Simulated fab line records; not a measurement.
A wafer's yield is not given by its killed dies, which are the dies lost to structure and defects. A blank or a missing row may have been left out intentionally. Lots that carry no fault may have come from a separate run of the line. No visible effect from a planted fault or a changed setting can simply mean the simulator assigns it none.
Chamber matching :: flow nandHarc :: 4 sister chambers for NHARC_A_STAIRCASE_DESCUM_252 on rieDiel-10
The step chemistry O2, time 3 s. 4 wafers are shown with their chamber, then 12 later ones without.

== EACH WAFER AND ITS CHAMBER ==
wafer: L084.5
chamber: 3
drypumpMotorCurrentA (A): 5.0

wafer: L085.5
chamber: 1
drypumpMotorCurrentA (A): 5.8

wafer: L086.3
chamber: 2
drypumpMotorCurrentA (A): 5.3

wafer: L086.5
chamber: 0
drypumpMotorCurrentA (A): 5.6

== WAFERS WITH NO CHAMBER GIVEN ==
wafer: L088.2
drypumpMotorCurrentA (A): 5.8

wafer: L088.4
drypumpMotorCurrentA (A): 5.0

wafer: L088.5
drypumpMotorCurrentA (A): 5.3

wafer: L092.1
drypumpMotorCurrentA (A): 5.9

wafer: L092.4
drypumpMotorCurrentA (A): 5.0

wafer: L092.6
drypumpMotorCurrentA (A): 5.8

wafer: L095.3
drypumpMotorCurrentA (A): 5.3

wafer: L095.5
drypumpMotorCurrentA (A): 5.3

wafer: L095.6
drypumpMotorCurrentA (A): 5.0

wafer: L094.1
drypumpMotorCurrentA (A): 5.0

wafer: L094.3
drypumpMotorCurrentA (A): 5.9

wafer: L094.5
drypumpMotorCurrentA (A): 5.6

== THE CHAMBER EACH PASSED THROUGH ==
wafer: L088.2
from the rows above: 1
in truth: 1

wafer: L088.4
from the rows above: 3
in truth: 3

wafer: L088.5
from the rows above: 2
in truth: 2

wafer: L092.1
from the rows above: 1
in truth: 1

wafer: L092.4
from the rows above: 3
in truth: 3

wafer: L092.6
from the rows above: 1
in truth: 1

wafer: L095.3
from the rows above: 2
in truth: 2

wafer: L095.5
from the rows above: 2
in truth: 2

wafer: L095.6
from the rows above: 3
in truth: 3

wafer: L094.1
from the rows above: 3
in truth: 3

wafer: L094.3
from the rows above: 1
in truth: 1

wafer: L094.5
from the rows above: 0
in truth: 0
Placed correctly: 12 of 12. Not placeable from these rows: 0. Placed wrongly: 0.
How it was worked out, from the rows above alone: a wafer's distance from a chamber is the root of the sum, over the readings, of the square of ((its reading less the chamber's mean) divided by the reading's scatter). If the next closest chamber is less than 2 further off than the closest, the wafer can't be placed; otherwise it belongs to the closest. For every chamber, the mean is computed from those of its wafers that are shown. The scatter: with one shown wafer a chamber, the root of the mean of the squares of how far each hidden wafer lies from its nearest shown one.
